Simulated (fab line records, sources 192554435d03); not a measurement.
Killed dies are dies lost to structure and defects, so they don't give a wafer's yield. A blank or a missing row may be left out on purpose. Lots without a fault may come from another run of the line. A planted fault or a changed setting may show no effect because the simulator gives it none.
Split-lot experiment | flow n5_finfet | 7 lots, 21 wafers read, on a route of 1938 steps

THE SPLIT
At N5_BEOL_M1_COAT_73 (time 60 s, resist thk 5 nm), the setting spin_rpm was moved away from the recipe's 1500 rpm on 6 of the 21 wafers read, by -10.3% to +8.6%. The other wafers ran this setting at the recipe's value.

FROM THE SPLIT TO THE READING: what the file shows between them, 3 steps
- N5_BEOL_M1_COAT_05: resist thk 30 nm
- N5_BEOL_M1_EBR_07
- N5_BEOL_M1_DESCUM_16: chemistry O2, time 7 s

THE READING
etch.depth_nm (the simulator's own value, which no gauge read), in nm, at N5_BEOL_M1_ETCH_74 (etches underlayer in N2/H2, target depth 6.5 nm, time 5.2 s). The file gives no usual value for it. The 15 wafers here that ran the recipe average 5.008 nm, standard deviation 0.01 nm.

wafer  | tool, chamber at the split | spin_rpm as run, rpm | against the recipe | etch.depth_nm, nm | against lot-mates on the recipe
L078.2 | litho_track-01, 0          | 1448                 | -3.5%              | 5.099             | +0.105
L078.3 | litho_track-01, 0          | 1500                 | recipe             | 5.006             | -
L078.5 | litho_track-01, 0          | 1500                 | recipe             | 4.982             | -
L085.1 | litho_track-04, 0          | 1346                 | -10.3%             | 5.316             | no lot-mate on the recipe
L085.4 | litho_track-04, 0          | 1346                 | -10.3%             | 5.303             | no lot-mate on the recipe
L085.5 | litho_track-04, 0          | 1346                 | -10.3%             | 5.31              | no lot-mate on the recipe
L086.1 | litho_track-01, 0          | 1500                 | recipe             | 5.006             | -
L086.5 | litho_track-01, 0          | 1500                 | recipe             | 5.02              | -
L086.6 | litho_track-01, 0          | 1500                 | recipe             | 5.024             | -
L092.1 | litho_track-04, 0          | 1500                 | recipe             | 5.013             | -
L092.4 | litho_track-04, 0          | 1500                 | recipe             | 5.012             | -
L092.6 | litho_track-04, 0          | 1500                 | recipe             | 5.011             | -
L093.2 | litho_track-03, 0          | 1629                 | +8.6%              | 4.815             | -0.199
L093.4 | litho_track-03, 0          | 1629                 | +8.6%              | 4.798             | -0.216
L093.6 | litho_track-03, 0          | 1500                 | recipe             | 5.014             | -
L094.2 | litho_track-04, 0          | 1500                 | recipe             | 5.018             | -
L094.3 | litho_track-04, 0          | 1500                 | recipe             | 5.001             | -
L094.6 | litho_track-04, 0          | 1500                 | recipe             | 5.007             | -
L096.1 | litho_track-01, 0          | 1500                 | recipe             | 4.995             | -
L096.2 | litho_track-01, 0          | 1500                 | recipe             | 5.003             | -
L096.3 | litho_track-01, 0          | 1500                 | recipe             | 5.001             | -

THE FIT
A straight line over all 21 wafers: etch.depth_nm changes by -0.0272 nm for each +1% of spin_rpm; r = -0.99; the points scatter about the line by 0.016 nm.
The same after taking each lot's own level away (the mean of its wafers on the recipe; 18 wafers): -0.0247 nm for each +1%; r = -0.99; scatter 0.0086 nm.
On that fit, the largest move of spin_rpm shifts the reading by 0.25 nm.
The lots' own levels span 4.9940 to 5.0167 nm, that is 2.2 times the standard deviation above.
So the lot-to-lot level changes the slope: the two fits differ.
Check: with one of the wafers moved furthest among these (+8.6%) left out of the fit, the line predicts -0.222 nm for it against its lot-mates. It came out at -0.199 nm against them.

THE FILE'S OWN FIT
etch.depth_nm changes by -0.025 nm for each +1% of spin_rpm, r = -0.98.
